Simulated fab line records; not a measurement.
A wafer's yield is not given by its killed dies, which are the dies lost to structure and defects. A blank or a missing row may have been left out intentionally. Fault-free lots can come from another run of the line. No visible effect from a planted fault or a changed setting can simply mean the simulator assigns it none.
Matching of chambers	flow n5 finfet	rie diel-01 running N5_HKMG_FIN_ETCH_32: 4 sister chambers
The step etches SOC in N2/H2, target depth 240 nm, time 300 s. 4 wafers are shown with their chamber, then 10 later ones without.

WAFERS WITH THEIR CHAMBER
wafer	chamber	showerhead plenum p Torr (Torr)
L085.2	2	2.44
L085.3	1	2.49
L085.4	0	2.62
L086.5	3	2.47

WAFERS MISSING THEIR CHAMBER
wafer	showerhead plenum p Torr (Torr)
L086.6	2.44
L087.1	2.44
L087.2	2.62
L087.5	2.47
L093.1	2.43
L093.4	2.62
L093.6	2.43
L094.1	2.61
L094.2	2.46
L094.5	2.49

EACH ONE'S CHAMBER
wafer	from the rows above	in truth
L086.6	2	2
L087.1	2	2
L087.2	0	0
L087.5	3	3
L093.1	2	2
L093.4	0	0
L093.6	2	2
L094.1	0	0
L094.2	can't be placed: 3 or 2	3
L094.5	1	1
Correct placement for 9 of the 10. Can't be placed from these rows: 1 (the true chamber is among the candidates in 1). 0 placed wrongly.
How it was worked out, from the rows above alone: a wafer's distance from a chamber is the root of the sum, over the readings, of the square of ((its reading less the chamber's mean) divided by the reading's scatter). If the next closest chamber is less than 2 further off than the closest, the wafer can't be placed; otherwise it belongs to the closest. The mean given for a chamber averages the wafers shown for that chamber. The scatter (one wafer shown for each chamber): square how far every hidden wafer sits from the nearest shown wafer, average those squares and take the square root.
